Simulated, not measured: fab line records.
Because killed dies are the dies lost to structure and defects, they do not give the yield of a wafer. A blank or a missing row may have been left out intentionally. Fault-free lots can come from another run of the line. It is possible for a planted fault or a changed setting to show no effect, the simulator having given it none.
Which of the tools did it? :: flow n5_finfet :: 22 lots with 66 wafers sampled at 4 steps, on a route of 1938 steps

## WHAT THE GAUGES READ, wafer by wafer
N5_FIN_CUT_CD_MEAS_08: target cd 29.1 nm.
lot: L074
measured: day 2 04:56
on: cd_sem-03
cd_nm (nm): 29.51 29.27 29.25

lot: L075
measured: day 2 09:47
on: cd_sem-03
cd_nm (nm): 30.05 29.06 29.25

lot: L076
measured: day 2 14:38
on: cd_sem-02
cd_nm (nm): 29.34 29.82 29.22

lot: L078
measured: day 3 03:10
on: cd_sem-02
cd_nm (nm): 29.27 28.91 29.04

lot: L079
measured: day 3 09:27
on: cd_sem-01
cd_nm (nm): 29.24 29.31 29.03

lot: L080
measured: day 3 14:26
on: cd_sem-02
cd_nm (nm): 29.41 29.27 29.65

lot: L081
measured: day 3 20:38
on: cd_sem-02
cd_nm (nm): 28.88 28.92 28.81

lot: L082
measured: day 4 03:28
on: cd_sem-02
cd_nm (nm): 29.14 29.42 29.09

lot: L083
measured: day 4 11:07
on: cd_sem-01
cd_nm (nm): 29.14 29.14 29.26

lot: L084
measured: day 4 15:45
on: cd_sem-01
cd_nm (nm): 29.34 29.17 29.16

lot: L086
measured: day 5 05:05
on: cd_sem-02
cd_nm (nm): 29.30 29.28 29.30

lot: L087
measured: day 5 09:19
on: cd_sem-03
cd_nm (nm): 28.75 29.15 28.98

lot: L088
measured: day 5 14:22
on: cd_sem-02
cd_nm (nm): 29.29 29.31 29.03

lot: L089
measured: day 5 21:32
on: cd_sem-03
cd_nm (nm): 29.27 29.16 29.15

lot: L090
measured: day 6 02:04
on: cd_sem-02
cd_nm (nm): 29.42 29.13 29.11

lot: L091
measured: day 6 09:59
on: cd_sem-01
cd_nm (nm): 29.11 29.29 29.20

lot: L092
measured: day 6 15:04
on: cd_sem-02
cd_nm (nm): 29.12 29.01 28.99

lot: L093
measured: day 6 20:26
on: cd_sem-02
cd_nm (nm): 29.13 29.49 29.30

lot: L094
measured: day 7 03:26
on: cd_sem-02
cd_nm (nm): 29.11 28.88 29.26

lot: L095
measured: day 7 08:13
on: cd_sem-03
cd_nm (nm): 29.05 29.71 29.03

lot: L096
measured: day 7 16:46
on: cd_sem-01
cd_nm (nm): 28.98 29.83 28.95

lot: L097
measured: day 7 20:49
on: cd_sem-02
cd_nm (nm): 29.40 29.18 29.12

N5_DUMMY_GATE_OVL_MEAS_16.
lot: L074
measured: day 2 23:33
on: overlay-02
GATE_OVL (nm): -0.9 0.2 -0.7

lot: L075
measured: day 3 11:01
on: overlay-01
GATE_OVL (nm): -1.6 -0.1 -0.1

lot: L076
measured: day 3 14:53
on: overlay-01
GATE_OVL (nm): 0.5 0.5 0.9

lot: L078
measured: day 3 22:54
on: overlay-02
GATE_OVL (nm): 0.4 -0.3 -0.1

lot: L079
measured: day 4 05:52
on: overlay-02
GATE_OVL (nm): -0.3 0.0 -0.5

lot: L080
measured: day 4 11:12
on: overlay-02
GATE_OVL (nm): -0.1 -1.5 -0.8

lot: L081
measured: day 4 17:13
on: overlay-02
GATE_OVL (nm): 0.4 0.9 -0.1

lot: L082
measured: day 4 22:58
on: overlay-01
GATE_OVL (nm): 1.2 1.0 0.8

lot: L083
measured: day 5 06:49
on: overlay-02
GATE_OVL (nm): -0.4 0.2 0.0

lot: L084
measured: day 5 11:44
on: overlay-01
GATE_OVL (nm): -0.6 -0.8 -0.2

lot: L086
measured: day 6 00:34
on: overlay-01
GATE_OVL (nm): 0.2 0.1 0.8

lot: L087
measured: day 6 04:08
on: overlay-01
GATE_OVL (nm): -1.4 -0.4 -0.9

lot: L088
measured: day 6 09:21
on: overlay-01
GATE_OVL (nm): 1.5 0.9 0.7

lot: L089
measured: day 6 16:17
on: overlay-01
GATE_OVL (nm): 0.3 0.4 0.5

lot: L090
measured: day 6 21:03
on: overlay-02
GATE_OVL (nm): -0.5 -1.9 -0.7

lot: L091
measured: day 7 05:19
on: overlay-01
GATE_OVL (nm): -0.3 0.5 0.6

lot: L092
measured: day 7 09:49
on: overlay-02
GATE_OVL (nm): 0.8 -0.8 -0.5

lot: L093
measured: day 7 15:44
on: overlay-01
GATE_OVL (nm): -0.8 -0.9 0.3

lot: L094
measured: day 7 22:28
on: overlay-02
GATE_OVL (nm): -0.2 0.8 0.0

lot: L095
measured: day 8 02:41
on: overlay-01
GATE_OVL (nm): 0.5 -0.2 0.6

lot: L096
measured: day 8 14:56
on: overlay-02
GATE_OVL (nm): -1.3 -0.8 -0.8

lot: L097
measured: day 8 18:51
on: overlay-02
GATE_OVL (nm): 1.2 0.2 0.0

## EACH LOT AND THE TOOL THAT RAN IT (in order: tool; ch and the chambers of the sampled wafers; start)
lot: L074
N5_FIN_CUT_CUT_ETCH_26: rie_diel-03 ch 0,1,2, day 2 05:29
N5_FIN_CUT_CUT_ETCH_27: rie_diel-03 ch 0,1,2, day 2 05:32

lot: L075
N5_FIN_CUT_CUT_ETCH_26: rie_diel-03 ch 0,2,3, day 2 10:21
N5_FIN_CUT_CUT_ETCH_27: rie_diel-03 ch 0,2,3, day 2 10:24

lot: L076
N5_FIN_CUT_CUT_ETCH_26: rie_diel-03 ch 1,3, day 2 15:24
N5_FIN_CUT_CUT_ETCH_27: rie_diel-03 ch 1,3, day 2 15:27

lot: L078
N5_FIN_CUT_CUT_ETCH_26: rie_diel-02 ch 1,2,3, day 3 03:49
N5_FIN_CUT_CUT_ETCH_27: rie_diel-02 ch 1,2,3, day 3 03:52

lot: L079
N5_FIN_CUT_CUT_ETCH_26: rie_diel-06 ch 0,1,3, day 3 10:01
N5_FIN_CUT_CUT_ETCH_27: rie_diel-06 ch 0,1,3, day 3 10:04

lot: L080
N5_FIN_CUT_CUT_ETCH_26: rie_diel-03 ch 1,2,3, day 3 15:13
N5_FIN_CUT_CUT_ETCH_27: rie_diel-03 ch 1,2,3, day 3 15:16

lot: L081
N5_FIN_CUT_CUT_ETCH_26: rie_diel-02 ch 0,1,3, day 3 21:22
N5_FIN_CUT_CUT_ETCH_27: rie_diel-02 ch 0,1,3, day 3 21:25

lot: L082
N5_FIN_CUT_CUT_ETCH_26: rie_diel-03 ch 0,1,2, day 4 04:01
N5_FIN_CUT_CUT_ETCH_27: rie_diel-03 ch 0,1,2, day 4 04:04

lot: L083
N5_FIN_CUT_CUT_ETCH_26: rie_diel-02 ch 0,1, day 4 11:41
N5_FIN_CUT_CUT_ETCH_27: rie_diel-02 ch 0,1, day 4 11:43

lot: L084
N5_FIN_CUT_CUT_ETCH_26: rie_diel-06 ch 0,1,2, day 4 16:19
N5_FIN_CUT_CUT_ETCH_27: rie_diel-06 ch 0,1,2, day 4 16:21

lot: L086
N5_FIN_CUT_CUT_ETCH_26: rie_diel-02 ch 1,2,3, day 5 05:38
N5_FIN_CUT_CUT_ETCH_27: rie_diel-02 ch 1,2,3, day 5 05:41

lot: L087
N5_FIN_CUT_CUT_ETCH_26: rie_diel-03 ch 1,2,3, day 5 10:10
N5_FIN_CUT_CUT_ETCH_27: rie_diel-03 ch 1,2,3, day 5 10:13

lot: L088
N5_FIN_CUT_CUT_ETCH_26: rie_diel-03 ch 0,1,3, day 5 14:55
N5_FIN_CUT_CUT_ETCH_27: rie_diel-03 ch 0,1,3, day 5 14:58

lot: L089
N5_FIN_CUT_CUT_ETCH_26: rie_diel-03 ch 0,2,3, day 5 22:06
N5_FIN_CUT_CUT_ETCH_27: rie_diel-03 ch 0,2,3, day 5 22:09

lot: L090
N5_FIN_CUT_CUT_ETCH_26: rie_diel-02 ch 1,2, day 6 02:37
N5_FIN_CUT_CUT_ETCH_27: rie_diel-02 ch 1,2, day 6 02:40

lot: L091
N5_FIN_CUT_CUT_ETCH_26: rie_diel-02 ch 0,1,2, day 6 10:32
N5_FIN_CUT_CUT_ETCH_27: rie_diel-02 ch 0,1,2, day 6 10:35

lot: L092
N5_FIN_CUT_CUT_ETCH_26: rie_diel-02 ch 0,1,3, day 6 15:38
N5_FIN_CUT_CUT_ETCH_27: rie_diel-02 ch 0,1,3, day 6 15:41

lot: L093
N5_FIN_CUT_CUT_ETCH_26: rie_diel-02 ch 0,2,3, day 6 20:59
N5_FIN_CUT_CUT_ETCH_27: rie_diel-02 ch 0,2,3, day 6 21:02

lot: L094
N5_FIN_CUT_CUT_ETCH_26: rie_diel-03 ch 1,2,3, day 7 04:01
N5_FIN_CUT_CUT_ETCH_27: rie_diel-03 ch 1,2,3, day 7 04:03

lot: L095
N5_FIN_CUT_CUT_ETCH_26: rie_diel-03 ch 2,3, day 7 08:56
N5_FIN_CUT_CUT_ETCH_27: rie_diel-03 ch 2,3, day 7 08:59

lot: L096
N5_FIN_CUT_CUT_ETCH_26: rie_diel-06 ch 1,2,3, day 7 17:20
N5_FIN_CUT_CUT_ETCH_27: rie_diel-06 ch 1,2,3, day 7 17:23

lot: L097
N5_FIN_CUT_CUT_ETCH_26: rie_diel-02 ch 0,3, day 7 21:22
N5_FIN_CUT_CUT_ETCH_27: rie_diel-02 ch 0,3, day 7 21:25
- N5_FIN_CUT_CUT_ETCH_26: etches SiNx in CH3F/O2, target depth 39 nm, time 55.7 s.
- N5_FIN_CUT_CUT_ETCH_27: etches SiO2 in CHF3/O2, target depth 4 nm, overetch 2 nm, time 4.9 s.

## AS READ BY THE TOOLS THEMSELVES (means over the sampled wafers that have a number; for cases with no such wafer, the mark the record gives instead)
N5_FIN_CUT_CUT_ETCH_26.
lot: L074
tool: rie_diel-03
bias_w (W): 72.95
drypump_motor_current_A (A): 6.0
oes_o_777_au (a.u.): 0.75
oes_product_au (a.u.): 0.74
rf_fwd_power_W (W): 391.0
rf_vpp_V (V): 301
showerhead_plenum_p_Torr (Torr): 2.05
throttle_valve_pct (%): 16.45

lot: L075
tool: rie_diel-03
bias_w (W): 73.05
drypump_motor_current_A (A): 5.4
oes_o_777_au (a.u.): 0.75
oes_product_au (a.u.): 0.73
rf_fwd_power_W (W): 390.2
rf_vpp_V (V): 301
showerhead_plenum_p_Torr (Torr): 2.07
throttle_valve_pct (%): 16.53

lot: L076
tool: rie_diel-03
bias_w (W): 72.94
drypump_motor_current_A (A): 5.9
oes_o_777_au (a.u.): 0.82
oes_product_au (a.u.): 0.80
rf_fwd_power_W (W): 391.3
rf_vpp_V (V): 299
showerhead_plenum_p_Torr (Torr): 2.04
throttle_valve_pct (%): 16.39

lot: L078
tool: rie_diel-02
bias_w (W): 73.20
drypump_motor_current_A (A): 5.5
oes_o_777_au (a.u.): 0.83
oes_product_au (a.u.): 0.82
rf_fwd_power_W (W): 391.2
rf_vpp_V (V): 294
showerhead_plenum_p_Torr (Torr): 2.01
throttle_valve_pct (%): 16.27

lot: L079
tool: rie_diel-06
bias_w (W): 73.06
drypump_motor_current_A (A): 5.6
oes_o_777_au (a.u.): 0.75
oes_product_au (a.u.): 0.77
rf_fwd_power_W (W): 389.6
rf_vpp_V (V): 298
showerhead_plenum_p_Torr (Torr): 2.01
throttle_valve_pct (%): 16.44

lot: L080
tool: rie_diel-03
bias_w (W): 73.14
drypump_motor_current_A (A): 5.6
oes_o_777_au (a.u.): 0.79
oes_product_au (a.u.): 0.75
rf_fwd_power_W (W): 391.2
rf_vpp_V (V): 300
showerhead_plenum_p_Torr (Torr): 2.06
throttle_valve_pct (%): 16.45

lot: L081
tool: rie_diel-02
bias_w (W): 73.03
drypump_motor_current_A (A): 5.5
oes_o_777_au (a.u.): 0.82
oes_product_au (a.u.): 0.83
rf_fwd_power_W (W): 390.0
rf_vpp_V (V): 295
showerhead_plenum_p_Torr (Torr): 1.99
throttle_valve_pct (%): 16.20

lot: L082
tool: rie_diel-03
bias_w (W): 72.92
drypump_motor_current_A (A): 5.9
oes_o_777_au (a.u.): 0.83
oes_product_au (a.u.): 0.82
rf_fwd_power_W (W): 391.5
rf_vpp_V (V): 302
showerhead_plenum_p_Torr (Torr): 2.04
throttle_valve_pct (%): 16.30

lot: L083
tool: rie_diel-02
bias_w (W): 73.20
drypump_motor_current_A (A): 5.5
oes_o_777_au (a.u.): 0.85
oes_product_au (a.u.): 0.86
rf_fwd_power_W (W): 391.1
rf_vpp_V (V): 293
showerhead_plenum_p_Torr (Torr): 2.00
throttle_valve_pct (%): 16.13

lot: L084
tool: rie_diel-06
bias_w (W): 72.98
drypump_motor_current_A (A): 5.6
oes_o_777_au (a.u.): 0.79
oes_product_au (a.u.): 0.79
rf_fwd_power_W (W): 389.6
rf_vpp_V (V): 297
showerhead_plenum_p_Torr (Torr): 1.96
throttle_valve_pct (%): 16.36

lot: L086
tool: rie_diel-02
bias_w (W): 72.86
drypump_motor_current_A (A): 5.5
oes_o_777_au (a.u.): 0.81
oes_product_au (a.u.): 0.80
rf_fwd_power_W (W): 390.6
rf_vpp_V (V): 294
showerhead_plenum_p_Torr (Torr): 2.01
throttle_valve_pct (%): 16.29

lot: L087
tool: rie_diel-03
bias_w (W): 73.18
drypump_motor_current_A (A): 5.6
oes_o_777_au (a.u.): 0.78
oes_product_au (a.u.): 0.75
rf_fwd_power_W (W): 392.0
rf_vpp_V (V): 300
showerhead_plenum_p_Torr (Torr): 2.05
throttle_valve_pct (%): 16.49

lot: L088
tool: rie_diel-03
bias_w (W): 73.19
drypump_motor_current_A (A): 5.8
oes_o_777_au (a.u.): 0.83
oes_product_au (a.u.): 0.83
rf_fwd_power_W (W): 391.2
rf_vpp_V (V): 302
showerhead_plenum_p_Torr (Torr): 2.04
throttle_valve_pct (%): 16.38

lot: L089
tool: rie_diel-03
bias_w (W): 72.94
drypump_motor_current_A (A): 5.4
oes_o_777_au (a.u.): 0.81
oes_product_au (a.u.): 0.79
rf_fwd_power_W (W): 390.9
rf_vpp_V (V): 301
showerhead_plenum_p_Torr (Torr): 2.06
throttle_valve_pct (%): 16.42

lot: L090
tool: rie_diel-02
bias_w (W): 73.08
drypump_motor_current_A (A): 5.4
oes_o_777_au (a.u.): 0.86
oes_product_au (a.u.): 0.84
rf_fwd_power_W (W): 388.8
rf_vpp_V (V): 297
showerhead_plenum_p_Torr (Torr): 2.08
throttle_valve_pct (%): 16.19

lot: L091
tool: rie_diel-02
bias_w (W): 73.07
drypump_motor_current_A (A): 5.5
oes_o_777_au (a.u.): 0.83
oes_product_au (a.u.): 0.82
rf_fwd_power_W (W): 390.8
rf_vpp_V (V): 293
showerhead_plenum_p_Torr (Torr): 2.02
throttle_valve_pct (%): 16.22

lot: L092
tool: rie_diel-02
bias_w (W): 72.99
drypump_motor_current_A (A): 5.5
oes_o_777_au (a.u.): 0.79
oes_product_au (a.u.): 0.80
rf_fwd_power_W (W): 390.6
rf_vpp_V (V): 295
showerhead_plenum_p_Torr (Torr): 1.98
throttle_valve_pct (%): 16.24

lot: L093
tool: rie_diel-02
bias_w (W): 72.96
drypump_motor_current_A (A): 5.6
oes_o_777_au (a.u.): 0.77
oes_product_au (a.u.): 0.76
rf_fwd_power_W (W): 390.4
rf_vpp_V (V): 289
showerhead_plenum_p_Torr (Torr): 1.94
throttle_valve_pct (%): 16.34

lot: L094
tool: rie_diel-03
bias_w (W): 73.05
drypump_motor_current_A (A): 5.6
oes_o_777_au (a.u.): 0.77
oes_product_au (a.u.): 0.74
rf_fwd_power_W (W): 391.8
rf_vpp_V (V): 299
showerhead_plenum_p_Torr (Torr): 2.05
throttle_valve_pct (%): 16.50

lot: L095
tool: rie_diel-03
bias_w (W): 73.07
drypump_motor_current_A (A): 5.2
oes_o_777_au (a.u.): 0.75
oes_product_au (a.u.): 0.72
rf_fwd_power_W (W): 391.6
rf_vpp_V (V): 298
showerhead_plenum_p_Torr (Torr): 2.07
throttle_valve_pct (%): 16.55

lot: L096
tool: rie_diel-06
bias_w (W): 72.86
drypump_motor_current_A (A): 5.7
oes_o_777_au (a.u.): 0.77
oes_product_au (a.u.): 0.78
rf_fwd_power_W (W): 390.1
rf_vpp_V (V): 298
showerhead_plenum_p_Torr (Torr): 1.96
throttle_valve_pct (%): 16.45

lot: L097
tool: rie_diel-02
bias_w (W): 73.00
drypump_motor_current_A (A): 5.6
oes_o_777_au (a.u.): 0.76
oes_product_au (a.u.): 0.78
rf_fwd_power_W (W): 391.7
rf_vpp_V (V): 291
showerhead_plenum_p_Torr (Torr): 1.92
throttle_valve_pct (%): 16.30

N5_FIN_CUT_CUT_ETCH_27.
lot: L074
tool: rie_diel-03
bias_w (W): 170.2
drypump_motor_current_A (A): 5.9
oes_o_777_au (a.u.): 0.76
oes_product_au (a.u.): 0.59
rf_fwd_power_W (W): 644.6
rf_vpp_V (V): 532
showerhead_plenum_p_Torr (Torr): 2.46
throttle_valve_pct (%): 18.90

lot: L075
tool: rie_diel-03
bias_w (W): 169.9
drypump_motor_current_A (A): 5.4
oes_o_777_au (a.u.): 0.74
oes_product_au (a.u.): 0.58
rf_fwd_power_W (W): 643.0
rf_vpp_V (V): 530
showerhead_plenum_p_Torr (Torr): 2.49
throttle_valve_pct (%): 19.00

lot: L076
tool: rie_diel-03
bias_w (W): 169.8
drypump_motor_current_A (A): 5.9
oes_o_777_au (a.u.): 0.81
oes_product_au (a.u.): 0.63
rf_fwd_power_W (W): 644.3
rf_vpp_V (V): 529
showerhead_plenum_p_Torr (Torr): 2.45
throttle_valve_pct (%): 18.89

lot: L078
tool: rie_diel-02
bias_w (W): 170.6
drypump_motor_current_A (A): 5.5
oes_o_777_au (a.u.): 0.82
oes_product_au (a.u.): 0.64
rf_fwd_power_W (W): 645.4
rf_vpp_V (V): 518
showerhead_plenum_p_Torr (Torr): 2.42
throttle_valve_pct (%): 18.73

lot: L079
tool: rie_diel-06
bias_w (W): 170.2
drypump_motor_current_A (A): 5.6
oes_o_777_au (a.u.): 0.78
oes_product_au (a.u.): 0.61
rf_fwd_power_W (W): 643.8
rf_vpp_V (V): 526
showerhead_plenum_p_Torr (Torr): 2.42
throttle_valve_pct (%): 18.89

lot: L080
tool: rie_diel-03
bias_w (W): 170.0
drypump_motor_current_A (A): 5.6
oes_o_777_au (a.u.): 0.78
oes_product_au (a.u.): 0.61
rf_fwd_power_W (W): 645.9
rf_vpp_V (V): 528
showerhead_plenum_p_Torr (Torr): 2.48
throttle_valve_pct (%): 18.96

lot: L081
tool: rie_diel-02
bias_w (W): 169.8
drypump_motor_current_A (A): 5.6
oes_o_777_au (a.u.): 0.82
oes_product_au (a.u.): 0.66
rf_fwd_power_W (W): 644.6
rf_vpp_V (V): 520
showerhead_plenum_p_Torr (Torr): 2.40
throttle_valve_pct (%): 18.67

lot: L082
tool: rie_diel-03
bias_w (W): 169.8
drypump_motor_current_A (A): 6.0
oes_o_777_au (a.u.): 0.84
oes_product_au (a.u.): 0.65
rf_fwd_power_W (W): 644.4
rf_vpp_V (V): 531
showerhead_plenum_p_Torr (Torr): 2.46
throttle_valve_pct (%): 18.80

lot: L083
tool: rie_diel-02
bias_w (W): 170.0
drypump_motor_current_A (A): 5.5
oes_o_777_au (a.u.): 0.85
oes_product_au (a.u.): 0.68
rf_fwd_power_W (W): 643.1
rf_vpp_V (V): 517
showerhead_plenum_p_Torr (Torr): 2.41
throttle_valve_pct (%): 18.59

lot: L084
tool: rie_diel-06
bias_w (W): 169.8
drypump_motor_current_A (A): 5.6
oes_o_777_au (a.u.): 0.81
oes_product_au (a.u.): 0.62
rf_fwd_power_W (W): 641.1
rf_vpp_V (V): 521
showerhead_plenum_p_Torr (Torr): 2.37
throttle_valve_pct (%): 18.80

lot: L086
tool: rie_diel-02
bias_w (W): 170.4
drypump_motor_current_A (A): 5.5
oes_o_777_au (a.u.): 0.81
oes_product_au (a.u.): 0.64
rf_fwd_power_W (W): 644.5
rf_vpp_V (V): 518
showerhead_plenum_p_Torr (Torr): 2.42
throttle_valve_pct (%): 18.74

lot: L087
tool: rie_diel-03
bias_w (W): 170.1
drypump_motor_current_A (A): 5.6
oes_o_777_au (a.u.): 0.77
oes_product_au (a.u.): 0.60
rf_fwd_power_W (W): 646.4
rf_vpp_V (V): 527
showerhead_plenum_p_Torr (Torr): 2.47
throttle_valve_pct (%): 18.97

lot: L088
tool: rie_diel-03
bias_w (W): 170.1
drypump_motor_current_A (A): 5.8
oes_o_777_au (a.u.): 0.83
oes_product_au (a.u.): 0.65
rf_fwd_power_W (W): 645.6
rf_vpp_V (V): 531
showerhead_plenum_p_Torr (Torr): 2.46
throttle_valve_pct (%): 18.86

lot: L089
tool: rie_diel-03
bias_w (W): 170.1
drypump_motor_current_A (A): 5.4
oes_o_777_au (a.u.): 0.80
oes_product_au (a.u.): 0.63
rf_fwd_power_W (W): 643.0
rf_vpp_V (V): 529
showerhead_plenum_p_Torr (Torr): 2.49
throttle_valve_pct (%): 18.91

lot: L090
tool: rie_diel-02
bias_w (W): 170.1
drypump_motor_current_A (A): 5.4
oes_o_777_au (a.u.): 0.85
oes_product_au (a.u.): 0.66
rf_fwd_power_W (W): 642.2
rf_vpp_V (V): 524
showerhead_plenum_p_Torr (Torr): 2.50
throttle_valve_pct (%): 18.66

lot: L091
tool: rie_diel-02
bias_w (W): 169.9
drypump_motor_current_A (A): 5.5
oes_o_777_au (a.u.): 0.83
oes_product_au (a.u.): 0.65
rf_fwd_power_W (W): 643.0
rf_vpp_V (V): 516
showerhead_plenum_p_Torr (Torr): 2.43
throttle_valve_pct (%): 18.68

lot: L092
tool: rie_diel-02
bias_w (W): 170.4
drypump_motor_current_A (A): 5.5
oes_o_777_au (a.u.): 0.80
oes_product_au (a.u.): 0.65
rf_fwd_power_W (W): 644.0
rf_vpp_V (V): 518
showerhead_plenum_p_Torr (Torr): 2.39
throttle_valve_pct (%): 18.70

lot: L093
tool: rie_diel-02
bias_w (W): 169.6
drypump_motor_current_A (A): 5.6
oes_o_777_au (a.u.): 0.78
oes_product_au (a.u.): 0.62
rf_fwd_power_W (W): 643.9
rf_vpp_V (V): 510
showerhead_plenum_p_Torr (Torr): 2.34
throttle_valve_pct (%): 18.77

lot: L094
tool: rie_diel-03
bias_w (W): 169.9
drypump_motor_current_A (A): 5.6
oes_o_777_au (a.u.): 0.77
oes_product_au (a.u.): 0.59
rf_fwd_power_W (W): 645.3
rf_vpp_V (V): 528
showerhead_plenum_p_Torr (Torr): 2.47
throttle_valve_pct (%): 18.98

lot: L095
tool: rie_diel-03
bias_w (W): 170.1
drypump_motor_current_A (A): 5.2
oes_o_777_au (a.u.): 0.74
oes_product_au (a.u.): 0.57
rf_fwd_power_W (W): 645.1
rf_vpp_V (V): 527
showerhead_plenum_p_Torr (Torr): 2.49
throttle_valve_pct (%): 19.02

lot: L096
tool: rie_diel-06
bias_w (W): 170.2
drypump_motor_current_A (A): 5.7
oes_o_777_au (a.u.): 0.79
oes_product_au (a.u.): 0.63
rf_fwd_power_W (W): 643.4
rf_vpp_V (V): 524
showerhead_plenum_p_Torr (Torr): 2.37
throttle_valve_pct (%): 18.91

lot: L097
tool: rie_diel-02
bias_w (W): 170.1
drypump_motor_current_A (A): 5.6
oes_o_777_au (a.u.): 0.78
oes_product_au (a.u.): 0.62
rf_fwd_power_W (W): 643.6
rf_vpp_V (V): 511
showerhead_plenum_p_Torr (Torr): 2.31
throttle_valve_pct (%): 18.72

## THE ANSWER, worked out from the rows above alone
Rule: the lots themselves supply what counts as usual. The widest of any qualifying gaps counts: lots, ordered by their means at a reading, are off when they make up no more than a third of the lots, leave a main group of 4 or more, and stand apart from it by 3 or more times the standard deviation of that group's means. A main group is skipped when, at the precision printed for the reading in the tables above, its means are all equal. Also off: a lot with no number at a reading for which 4 or more lots have one. The other lots that the step has rows for count as sound. Order of review: gauges by route order, followed by the tools' own readings, for which a lot's mean as printed above is used. At the first step where some lot is off, the reading lying furthest off is the one used; lots without a number count as furthest.
No lot is off on any of the readings shown, so nothing can be concluded from this.

## WHAT THE SIMULATOR PUT IN
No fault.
